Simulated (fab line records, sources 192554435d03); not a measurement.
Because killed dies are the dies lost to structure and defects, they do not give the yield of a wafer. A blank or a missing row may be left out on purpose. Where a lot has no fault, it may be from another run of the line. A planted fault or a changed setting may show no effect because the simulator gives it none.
Matching of chambers + flow n5-finfet + 4 sister chambers for N5_SD_EPI_N_ETCHBACK_44 on rie-diel-01
The step etches SiNx in CH3F/O2, stops on SiO2, target depth 14.5 nm. 20 wafers are shown with their chamber, then 10 later ones without.

== WAFERS WITH THEIR CHAMBER ==
| wafer  | chamber | drypump-motor-current-A (A) | rf-vpp-V (V) | throttle-valve-pct (%) |
|--------|---------|-----------------------------|--------------|------------------------|
| L078.1 | 0       | 5.9                         | 293          | 16.28                  |
| L078.4 | 2       | 5.9                         | 293          | 15.90                  |
| L078.5 | 0       | 5.9                         | 294          | 16.27                  |
| L080.1 | 2       | 5.9                         | 292          | 15.91                  |
| L080.2 | 1       | 5.3                         | 298          | 16.46                  |
| L080.4 | 0       | 5.9                         | 293          | 16.28                  |
| L081.2 | 3       | 5.2                         | 288          | 16.02                  |
| L081.3 | 1       | 5.3                         | 297          | 16.47                  |
| L081.4 | 2       | 5.9                         | 292          | 15.91                  |
| L085.3 | 3       | 5.2                         | 288          | 16.05                  |
| L085.4 | 2       | 5.9                         | 292          | 15.92                  |
| L085.6 | 2       | 5.9                         | 292          | 15.92                  |
| L088.1 | 3       | 5.3                         | 287          | 16.06                  |
| L088.3 | 0       | 5.9                         | 297          | 15.87                  |
| L088.6 | 3       | 5.2                         | 287          | 16.05                  |
| L090.4 | 3       | 5.3                         | 289          | 16.06                  |
| L090.5 | 1       | 5.3                         | 296          | 16.50                  |
| L090.6 | 2       | 5.9                         | 292          | 15.93                  |
| L091.2 | 2       | 5.9                         | 292          | 15.93                  |
| L091.4 | 1       | 5.3                         | 298          | 16.50                  |

SIGNATURES (means of the wafers above)
| reading                 | chamber 0 | chamber 1 | chamber 2 | chamber 3 | scatter within a chamber |
|-------------------------|-----------|-----------|-----------|-----------|--------------------------|
| drypump-motor-current-A | 5.900     | 5.300     | 5.900     | 5.240     | 0.0274                   |
| rf-vpp-V                | 294.25    | 297.25    | 292.14    | 287.80    | 1.04                     |
| throttle-valve-pct      | 16.1750   | 16.4825   | 15.9171   | 16.0480   | 0.0892                   |
Rule: for a wafer and a chamber, the distance is found by dividing, reading by reading, the gap between the wafer's reading and the chamber's mean by the reading's scatter, squaring, summing and taking the root. The wafer belongs to the nearest chamber; if the next one is less than 2 further off, it can't be placed. The scatter is the square root of a quotient: the sum, over the shown wafers, of each reading's squared deviation from its chamber's mean, divided by wafers minus chambers.

== WAFERS WHOSE CHAMBER IS MISSING ==
| wafer  | drypump-motor-current-A (A) | rf-vpp-V (V) | throttle-valve-pct (%) |
|--------|-----------------------------|--------------|------------------------|
| L091.6 | 5.9                         | 299          | 15.87                  |
| L093.1 | 5.9                         | 297          | 15.89                  |
| L093.2 | 5.9                         | 293          | 15.96                  |
| L093.6 | 5.9                         | 291          | 15.97                  |
| L095.2 | 5.9                         | 292          | 15.97                  |
| L095.3 | 5.9                         | 298          | 15.91                  |
| L095.6 | 5.3                         | 298          | 16.51                  |
| L097.1 | 5.9                         | 298          | 15.89                  |
| L097.2 | 5.9                         | 291          | 15.97                  |
| L097.4 | 5.9                         | 297          | 15.90                  |

== CHAMBER TAKEN BY EACH ==
| wafer  | from the rows above     | in truth |
|--------|-------------------------|----------|
| L091.6 | can't be placed: 0 or 2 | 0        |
| L093.1 | can't be placed: 0 or 2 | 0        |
| L093.2 | can't be placed: 2 or 0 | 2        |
| L093.6 | 2                       | 2        |
| L095.2 | 2                       | 2        |
| L095.3 | can't be placed: 0 or 2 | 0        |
| L095.6 | 1                       | 1        |
| L097.1 | can't be placed: 0 or 2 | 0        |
| L097.2 | 2                       | 2        |
| L097.4 | can't be placed: 0 or 2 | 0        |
Placed correctly: 4 of 10. Not placeable from these rows: 6 (in 6, the candidates include the true chamber). Placed wrongly: 0.
